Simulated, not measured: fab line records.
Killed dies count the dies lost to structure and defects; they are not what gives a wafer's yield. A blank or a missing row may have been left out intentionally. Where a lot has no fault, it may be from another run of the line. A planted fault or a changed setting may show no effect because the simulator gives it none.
The tool behind it: which one? :: flow nand_harc :: 12 lots, 36 wafers sampled, at 2 steps of a route of 1302

== WHAT THE GAUGES READ, wafer by wafer ==
NHARC_P_ZERO_WELL_CD_MEAS_37: the cd target is 720 nm.
lot: L075
measured: day 2 09:58
on: cd_sem-01
cd_nm (nm): 721.4 719.7 718.7

lot: L077
measured: day 3 06:11
on: cd_sem-01
cd_nm (nm): 720.6 721.6 721.3

lot: L079
measured: day 4 02:09
on: cd_sem-02
cd_nm (nm): 720.0 721.7 721.4

lot: L081
measured: day 5 01:14
on: cd_sem-02
cd_nm (nm): 719.7 718.4 717.9

lot: L083
measured: day 5 18:08
on: cd_sem-01
cd_nm (nm): 721.7 719.9 720.8

lot: L085
measured: day 6 14:06
on: cd_sem-03
cd_nm (nm): 721.3 722.5 721.3

lot: L087
measured: day 7 10:07
on: cd_sem-03
cd_nm (nm): 717.6 718.8 718.6

lot: L089
measured: day 8 06:08
on: cd_sem-03
cd_nm (nm): 724.4 722.0 723.6

lot: L091
measured: day 9 01:58
on: cd_sem-01
cd_nm (nm): 719.8 720.3 720.8

lot: L093
measured: day 9 22:04
on: cd_sem-03
cd_nm (nm): 720.1 719.8 719.9

lot: L095
measured: day 10 18:21
on: cd_sem-01
cd_nm (nm): 719.0 718.5 718.9

lot: L097
measured: day 11 14:05
on: cd_sem-03
cd_nm (nm): 719.4 721.0 720.5

== TOOL THAT RAN EACH LOT (tool first, then ch and the chambers of the sampled wafers, then the start) ==
lot: L075
NHARC_P_ZERO_WELL_DESCUM_13: rie_diel-03 ch 0,2,3, day 2 07:16

lot: L077
NHARC_P_ZERO_WELL_DESCUM_13: rie_diel-12 ch 1,2,3, day 3 03:26

lot: L079
NHARC_P_ZERO_WELL_DESCUM_13: rie_diel-03 ch 0,1, day 3 23:25

lot: L081
NHARC_P_ZERO_WELL_DESCUM_13: rie_diel-13 ch 1,3, day 4 22:11

lot: L083
NHARC_P_ZERO_WELL_DESCUM_13: rie_diel-13 ch 0,1,3, day 5 15:24

lot: L085
NHARC_P_ZERO_WELL_DESCUM_13: rie_diel-03 ch 0,1,3, day 6 11:26

lot: L087
NHARC_P_ZERO_WELL_DESCUM_13: rie_diel-03 ch 1,2,3, day 7 07:25

lot: L089
NHARC_P_ZERO_WELL_DESCUM_13: rie_diel-12 ch 0,1,2, day 8 03:17

lot: L091
NHARC_P_ZERO_WELL_DESCUM_13: rie_diel-03 ch 2,3, day 8 23:16

lot: L093
NHARC_P_ZERO_WELL_DESCUM_13: rie_diel-13 ch 2,3, day 9 19:20

lot: L095
NHARC_P_ZERO_WELL_DESCUM_13: rie_diel-12 ch 2,3, day 10 15:25

lot: L097
NHARC_P_ZERO_WELL_DESCUM_13: rie_diel-12 ch 0,3, day 11 11:16
- NHARC_P_ZERO_WELL_DESCUM_13: chemistry O2, time 3 s.

== THE ANSWER, worked out from the rows above alone ==
Rule: the lots themselves supply what counts as usual. The widest of any qualifying gaps counts: lots, ordered by their means at a reading, are off when they make up no more than a third of the lots, leave a main group of 4 or more, and stand apart from it by 3 or more times the standard deviation of that group's means. Not used: any main group whose means are identical at the precision the tables above print for the reading. Also off: a lot with no number at a reading for which 4 or more lots have one. The other lots that the step has rows for count as sound.
No lot is off on any of the readings shown, so nothing can be concluded from this.

== WHAT THE SIMULATOR HAD PUT IN ==
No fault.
